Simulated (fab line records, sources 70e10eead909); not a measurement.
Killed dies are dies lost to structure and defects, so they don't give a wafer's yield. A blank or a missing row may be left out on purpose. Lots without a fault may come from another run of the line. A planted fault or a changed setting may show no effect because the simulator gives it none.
A struck lot beside a sound one | flow nand_harc | 17 steps out of a route of 1302
Sound: wafers L702.1, L702.2, L702.5. Struck: wafers L700.2, L700.4, L700.5. The cause comes at the end.
At each step with rows: each side's tool, then ch and its chambers, then its first start. Under that, the readings that differ: sound wafers | struck wafers | difference of the means | sigmas: that difference in standard deviations of wafers without a fault.
alike: readings whose means differ by less than 2 such deviations, and words and numbers that are the same on both sides. not compared: withheld readings, readings that some wafer has no value for, bounds like >300 that may hide the same value, and numbers for which the record gives no deviation and whose values overlap.
The two part at a step that has a row with sigmas, a row that says differs or no value, or rows on one side only. Numbers that don't overlap but have no deviation are shown without sigmas and don't part them. A reading that every wafer of one side lacks parts them only if that side has two wafers or more.

NHARC_P_M1_INSPECT_11:
  sound on defect_inspect-01, day 14 03:28; struck on defect_inspect-01, day 13 02:31
  alike: raw_defect_count
then, 1 step without rows for these wafers: NHARC_P_M1_DESCUM_14 (chemistry O2, time 3 s).
NHARC_P_M1_ETCH_35: etches the open film in N2/H2, target depth 40 nm, overetch 12 nm, time 43.94 s.
  sound on rie_diel-04 ch 0,2, day 14 03:37; struck on rie_diel-13 ch 1,3, day 13 02:40
  alike: drypump_motor_current_A, oes_product_au, rf_vpp_V, showerhead_plenum_p_Torr, throttle_valve_pct
  not compared: rf_hours_counter_h
NHARC_P_M1_ETCH_15: etches the open film in C4F8/Ar, target depth 182.5 nm, time 91.2 s.
  sound on rie_diel-04 ch 2,3; struck on rie_diel-13 ch 0,3
  alike: oes_product_au, rf_vpp_V
  not compared: rf_hours_counter_h
NHARC_P_M1_CD_MEAS_16:
  sound on cd_sem-03, day 14 03:50; struck on cd_sem-03, day 13 02:53
  alike: cd_nm
then, 1 step without rows for these wafers: NHARC_P_M1_STRIP_18 (strips in N2/H2).
NHARC_P_M1_ETCH_28: etches the open film in CF4/N2, target depth 30 nm, time 72.99 s.
  sound on rie_diel-04 ch 0,3; struck on rie_diel-12 ch 0,1,2
  alike: drypump_motor_current_A, oes_product_au, rf_vpp_V, showerhead_plenum_p_Torr, throttle_valve_pct
  not compared: rf_hours_counter_h
then, 1 step without rows for these wafers: NHARC_P_M1_STRIP_19 (strips in post etch residue remover, time 600 s).
NHARC_P_M1_DEGAS_29: time 60 s.
  sound on pvd_sputter-02, day 14 04:34; struck on pvd_sputter-03, day 13 03:37
  alike: heater_power_w
then, 3 steps without rows for these wafers: NHARC_P_M1_PRE_CLEAN_30 (time 30 s); NHARC_P_M1_PVD_20 (deposits TaN, target thk 5 nm, time 8.06 s); NHARC_P_M1_PVD_21 (deposits Cu, target thk 30 nm, time 20.49 s).
NHARC_P_M1_ECD_22: material Cu, target thk 400 nm.
  sound on ecd_cu-02 ch 0,1, day 14 04:55; struck on ecd_cu-02 ch 0,1, day 13 03:58
  no value came back on the struck wafers for bath_heat_duty_pct (%), bath_temp_c (C); on the sound wafers bath_heat_duty_pct (%) reads 7.0 7.1 6.4
NHARC_P_M1_ANNEAL_31: time 90 s.
  sound on rtp_anneal-02 ch 0, day 14 05:23; struck on rtp_anneal-02 ch 0, day 13 04:25
  alike: wafer_temp_C_max
NHARC_P_M1_CMP_23: polishes, t overpolish 20 s, target thk 157.82 nm.
  sound on cmp-04 ch 1,3, day 14 05:44; struck on cmp-04 ch 1,3, day 13 04:44
  reading                | sound          | struck      | difference | sigmas
  time_to_endpoint_s (s) | 28.2 28.5 27.5 | 3.0 2.3 3.7 | -25.1      | -13
  alike: motor_current_A
NHARC_P_M1_THK_MEAS_24: measures by xrf.
  sound on film_metro-01, day 14 06:03; struck on film_metro-02, day 13 05:12
  reading     | sound             | struck         | difference | sigmas
  thk_nm (nm) | 158.2 157.9 159.6 | 29.1 28.3 29.6 | -129.6     | -99 or more
  not compared: hold
NHARC_END_SORT_01:
  the record has rows for the sound wafers here (prober-01 ch 0, day 32 19:25) and none for the struck ones

WHERE THEY PART
First at NHARC_P_M1_ECD_22; last, within this record, at NHARC_END_SORT_01.

WHY: what the simulator had put in
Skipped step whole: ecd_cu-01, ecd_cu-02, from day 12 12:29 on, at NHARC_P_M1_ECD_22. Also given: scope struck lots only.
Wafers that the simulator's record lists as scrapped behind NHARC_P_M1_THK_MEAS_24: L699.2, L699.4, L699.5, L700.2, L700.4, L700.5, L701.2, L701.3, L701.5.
